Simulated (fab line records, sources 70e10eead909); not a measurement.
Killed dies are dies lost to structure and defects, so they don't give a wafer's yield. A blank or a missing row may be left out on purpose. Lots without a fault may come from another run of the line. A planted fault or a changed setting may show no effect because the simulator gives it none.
Chamber matching | flow nand_harc | NHARC_A_DECK1_JOINT_ETCHBACK_00 on rie_si-02: 4 sister chambers
The step etches the open film in HBr, target depth 30 nm, time 17.4 s. 8 wafers are shown with their chamber, then 9 later ones without.

WAFERS WITH THEIR CHAMBER
wafer  | chamber | throttle_valve_pct (%) | oes_product_au (a.u.)
L081.6 | 2       | 23.261                 | 1.006
L084.2 | 3       | 23.269                 | 1.008
L084.3 | 2       | 23.263                 | 0.993
L084.5 | 3       | 23.254                 | 0.997
L084.1 | 1       | 23.257                 | 0.997
L091.3 | 1       | 23.264                 | 1.006
L091.4 | 0       | 23.275                 | 1.010
L091.6 | 0       | 23.271                 | 1.020

WAFERS WITHOUT THEIR CHAMBER
wafer  | throttle_valve_pct (%) | oes_product_au (a.u.)
L093.1 | 23.267                 | 0.998
L093.2 | 23.257                 | 1.003
L093.3 | 23.277                 | 1.001
L093.4 | 23.263                 | 0.984
L093.5 | 23.271                 | 1.005
L093.6 | 23.272                 | 0.998
L095.2 | 23.280                 | 1.000
L095.3 | 23.263                 | 0.983
L095.6 | 23.260                 | 0.992

WHICH CHAMBER EACH WENT THROUGH
wafer  | from the rows above               | in truth
L093.1 | can't be placed: 2 or 3 or 1 or 0 | 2
L093.2 | can't be placed: 1 or 3 or 2      | 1
L093.3 | can't be placed: 0 or 2 or 3 or 1 | 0
L093.4 | can't be placed: 2 or 1 or 3      | 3
L093.5 | can't be placed: 0 or 3 or 2 or 1 | 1
L093.6 | can't be placed: 2 or 3 or 1 or 0 | 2
L095.2 | can't be placed: 0 or 2 or 3 or 1 | 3
L095.3 | can't be placed: 2 or 1 or 3      | 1
L095.6 | can't be placed: 2 or 1 or 3      | 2
Placed correctly: 0 of 9. Can't be placed from these rows: 9 (the true chamber is among the candidates in 9). Placed wrongly: 0.
How it was worked out, from the rows above alone: a wafer's distance from a chamber is the root of the sum, over the readings, of the square of ((its reading less the chamber's mean) divided by the reading's scatter). The wafer belongs to the nearest chamber; if the next one is less than 2 further off, it can't be placed. A chamber's mean is the mean of its shown wafers. The scatter: the root of (the sum of the squares of (reading less its chamber's mean) over the shown wafers, divided by (wafers less chambers)).
